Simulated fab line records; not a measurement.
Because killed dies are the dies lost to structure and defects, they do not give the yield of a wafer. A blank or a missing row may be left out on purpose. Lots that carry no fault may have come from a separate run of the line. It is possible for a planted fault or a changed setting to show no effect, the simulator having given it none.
Chamber matching | flow n5_finfet | N5_MOL_CONTACT_COAG_CMP_23 on cmp-01 has 4 sister chambers
The step polishes, stops on SiO2, t overpolish 1.5 s, target thk 0 nm. 8 wafers are shown with their chamber, then 7 later ones without.

== WAFERS, EACH WITH ITS CHAMBER ==
wafer  | chamber | motor_current_A (A) | time_to_endpoint_s (s)
L834.6 | 1       | 8.0                 | 3.7
L836.1 | 2       | 9.3                 | 7.7
L836.6 | 3       | 8.9                 | 8.3
L838.2 | 2       | 8.7                 | 8.1
L838.4 | 1       | 7.9                 | 6.3
L838.5 | 3       | 8.1                 | 9.6
L841.3 | 0       | 7.3                 | 4.3
L841.5 | 0       | 7.0                 | 7.5

== WAFERS MISSING THEIR CHAMBER ==
wafer  | motor_current_A (A) | time_to_endpoint_s (s)
L841.6 | 8.6                 | 9.8
L842.1 | 7.1                 | 6.6
L842.3 | 8.6                 | 11.3
L842.5 | 8.4                 | 12.9
L851.1 | 7.0                 | 6.6
L851.2 | 7.8                 | 7.2
L851.4 | 8.1                 | 9.4

== WHICH CHAMBER EACH WENT THROUGH ==
wafer  | from the rows above               | in truth
L841.6 | can't be placed: 3 or 2           | 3
L842.1 | 0                                 | 0
L842.3 | can't be placed: 3 or 2           | 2
L842.5 | can't be placed: 3 or 2           | 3
L851.1 | 0                                 | 0
L851.2 | can't be placed: 1 or 0 or 3 or 2 | 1
L851.4 | can't be placed: 3 or 2 or 1      | 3
Placed correctly: 2 of 7. Can't be placed from these rows: 5 (the true chamber is among the candidates in 5). 0 placed wrongly.
How it was worked out, from the rows above alone: a wafer's distance from a chamber is the root of the sum, over the readings, of the square of ((its reading less the chamber's mean) divided by the reading's scatter). If the next closest chamber is less than 2 further off than the closest, the wafer can't be placed; otherwise it belongs to the closest. For every chamber, the mean is computed from those of its wafers that are shown. The scatter is the square root of a quotient: the sum, over the shown wafers, of each reading's squared deviation from its chamber's mean, divided by wafers minus chambers.
